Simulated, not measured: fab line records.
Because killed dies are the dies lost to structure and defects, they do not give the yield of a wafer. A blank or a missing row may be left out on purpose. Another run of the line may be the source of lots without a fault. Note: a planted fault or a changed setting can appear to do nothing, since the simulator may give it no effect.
A struck lot beside a sound one :: flow nand harc :: 13 steps out of a route of 1302
Sound: wafers L709.2, L709.4, L709.5. Wafers L717.1, L717.3, L717.4 were the ones struck. The cause is named last.
At each step with rows: each side's tool, then ch and its chambers, then its first start. Under that, the readings that differ: sound wafers :: struck wafers :: difference of the means :: sigmas: that difference in standard deviations of wafers without a fault.
alike: same words and numbers on both sides, and readings whose means sit less than 2 such deviations apart. not compared: any withheld reading, any reading some wafer has no value for, any bound like >300 that may hide the same value, and any number with overlapping values for which the record gives no deviation.
A row with sigmas, a row that says differs or no value, or rows on one side alone: a step with any of these is where the two part. Non-overlapping numbers with no deviation appear without sigmas and do not part them. A reading missing from all wafers of one side parts the sides only when that side holds two or more wafers.

first, 2 steps without rows for these wafers: NHARC_A_STAIRCASE_SRD_154; NHARC_A_STAIRCASE_ETCH_403 (etches SiO2 in dHF, target depth 108.2 nm).
NHARC_A_STAIRCASE_ETCHBACK_422: etches the open film in CH3F/O2, target depth 40 nm, time 74.286 s.
  sound on rie diel-10 ch 0,2,3, day 20 04:38; struck on rie diel-10 ch 0,1,3, day 24 01:08
  alike: ch3f flow sccm, chamber pressure mTorr, drypump motor current A, oes product au, rf vpp V, showerhead plenum p Torr, throttle valve pct
  not compared: rf hours counter h
then, 1 step without rows for these wafers: NHARC_A_STAIRCASE_ETCH_423 (etches SiO2 in dHF, target depth 30 nm).
NHARC_A_STAIRCASE_ETCHBACK_157: etches the open film in CH3F/O2, target depth 90 nm, time 167.14 s.
  sound on rie diel-10 ch 0,1,2, day 20 04:59; struck on rie diel-10 ch 0,1,2, day 24 01:29
  alike: ch3f flow sccm, chamber pressure mTorr, drypump motor current A, oes product au, rf vpp V, showerhead plenum p Torr, throttle valve pct
  not compared: rf hours counter h
NHARC_A_STAIRCASE_STRIP_475: strips in O2, time 20 s.
  sound: rie diel-10 ch 0,1,2; struck: rie diel-10 ch 0,1,2
  alike: chamber pressure mTorr, drypump motor current A, oes product au, rf vpp V, showerhead plenum p Torr, throttle valve pct
  not compared: rf hours counter h
NHARC_A_STAIRCASE_DEP_471: deposits SiO2, target thk 100 nm.
  sound on pecvd-01 ch 0,1,2, day 20 05:21; struck on pecvd-02 ch 0,2, day 24 01:51
  alike: chamber pressure Torr, flow sccm, heater power w, throttle valve pct
NHARC_A_STAIRCASE_CMP_472: polishes SiO2.
  sound on cmp-03 ch 2,3, day 20 05:34; struck on cmp-03 ch 0,1,3, day 24 02:07
  alike: motor current A
following that, these wafers have no rows for 1 step: NHARC_A_STAIRCASE_SRD_474.
NHARC_A_STAIRCASE_INSPECT_155:
  struck on defect inspect-02, day 24 02:26; sound on defect inspect-02, day 20 05:55
  alike: raw defect count
NHARC_A_SGD_CUT_DEP_00: deposits SiNx, target thk 50 nm.
  sound on pecvd-03 ch 1,2, day 20 05:59; struck on pecvd-04 ch 0,1,2, day 24 02:29
  no value came back on the struck wafers for heater power outer w (W), heater power w (W); on the sound wafers heater power outer w (W) reads 448 453 364
then, 1 step without rows for these wafers: NHARC_A_SGD_CUT_DEHYDRATE_01 (time 120 s).
-- jump in the record: it breaks off in module A_SGD_CUT and resumes in module END (first step shown: number 1302 of the route), and 6 days separate the struck wafers' starts before and after --
NHARC_END_SORT_01:
  at this point the record logs the struck wafers (prober-01 ch 0, day 29 16:13) and has no rows for the sound ones

WHERE THEY PART
At NHARC_A_SGD_CUT_DEP_00 first; at NHARC_END_SORT_01 last (within this record only).

WHY: whatever the simulator had introduced
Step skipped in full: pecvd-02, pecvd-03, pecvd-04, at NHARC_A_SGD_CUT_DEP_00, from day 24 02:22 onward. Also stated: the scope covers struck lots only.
